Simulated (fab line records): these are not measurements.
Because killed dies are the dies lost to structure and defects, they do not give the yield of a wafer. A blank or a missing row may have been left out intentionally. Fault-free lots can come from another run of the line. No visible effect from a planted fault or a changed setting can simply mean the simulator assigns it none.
Matching of chambers + flow n5_finfet + 4 sister chambers for N5_ILD0_CMP_03 on cmp-04
The step polishes, stops on SiNx, t overpolish 1.9 s, target thk 197.38 nm. 14 wafers are shown with their chamber, then 7 later ones without.

## WAFERS, EACH WITH ITS CHAMBER
| wafer  | chamber | time_to_endpoint_s (s) | motor_current_A (A) | slurry_filter_dp_kPa (kPa) |
|--------|---------|------------------------|---------------------|----------------------------|
| L074.2 | 3       | 72                     | 12.6                | 13.35                      |
| L074.4 | 2       | 67                     | 13.2                | 13.68                      |
| L074.6 | 2       | 66                     | 13.1                | 13.54                      |
| L075.2 | 1       | 61                     | 12.5                | 13.25                      |
| L075.5 | 1       | 64                     | 12.6                | 13.58                      |
| L075.6 | 2       | 65                     | 13.2                | 13.54                      |
| L078.1 | 0       | 73                     | 11.9                | 13.61                      |
| L078.4 | 3       | 72                     | 13.2                | 13.39                      |
| L078.6 | 2       | 64                     | 12.8                | 13.55                      |
| L086.2 | 2       | 69                     | 12.7                | 13.29                      |
| L086.3 | 1       | 65                     | 11.9                | 13.60                      |
| L086.6 | 0       | 74                     | 12.7                | 13.78                      |
| L090.2 | 2       | 70                     | 13.2                | 13.72                      |
| L090.4 | 0       | 73                     | 12.5                | 13.53                      |

SIGNATURES, as means of the wafers listed above
| reading              | chamber 0 | chamber 1 | chamber 2 | chamber 3 | scatter within a chamber |
|----------------------|-----------|-----------|-----------|-----------|--------------------------|
| time_to_endpoint_s   | 73.33     | 63.33     | 66.83     | 72.00     | 1.9                      |
| motor_current_A      | 12.367    | 12.333    | 13.033    | 12.900    | 0.327                    |
| slurry_filter_dp_kPa | 13.6400   | 13.4767   | 13.5533   | 13.3700   | 0.15                     |
Rule: a wafer's distance from a chamber is the root of the sum, over the readings, of the square of ((its reading less the chamber's mean) divided by the reading's scatter). The wafer belongs to the nearest chamber; if the next one is less than 2 further off, it can't be placed. The scatter is the square root of a quotient: the sum, over the shown wafers, of each reading's squared deviation from its chamber's mean, divided by wafers minus chambers.

## WAFERS WHOSE CHAMBER IS MISSING
| wafer  | time_to_endpoint_s (s) | motor_current_A (A) | slurry_filter_dp_kPa (kPa) |
|--------|------------------------|---------------------|----------------------------|
| L090.6 | 79                     | 13.7                | 13.50                      |
| L095.2 | 73                     | 12.5                | 13.55                      |
| L095.5 | 76                     | 12.8                | 13.52                      |
| L095.6 | 76                     | 12.7                | 13.60                      |
| L097.2 | 68                     | 12.2                | 13.53                      |
| L097.5 | 69                     | 12.2                | 13.33                      |
| L097.6 | 75                     | 12.7                | 13.67                      |

## CHAMBER TAKEN BY EACH
| wafer  | from the rows above               | in truth |
|--------|-----------------------------------|----------|
| L090.6 | can't be placed: 3 or 0           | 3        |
| L095.2 | can't be placed: 0 or 3           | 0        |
| L095.5 | can't be placed: 0 or 3           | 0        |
| L095.6 | can't be placed: 0 or 3           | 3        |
| L097.2 | can't be placed: 1 or 2 or 0 or 3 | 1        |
| L097.5 | can't be placed: 3 or 0 or 1 or 2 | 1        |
| L097.6 | can't be placed: 0 or 3           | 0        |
Correctly placed: 0 of 7. From these rows, 7 cannot be placed; in 7 the true chamber is one of the candidates. 0 placed wrongly.
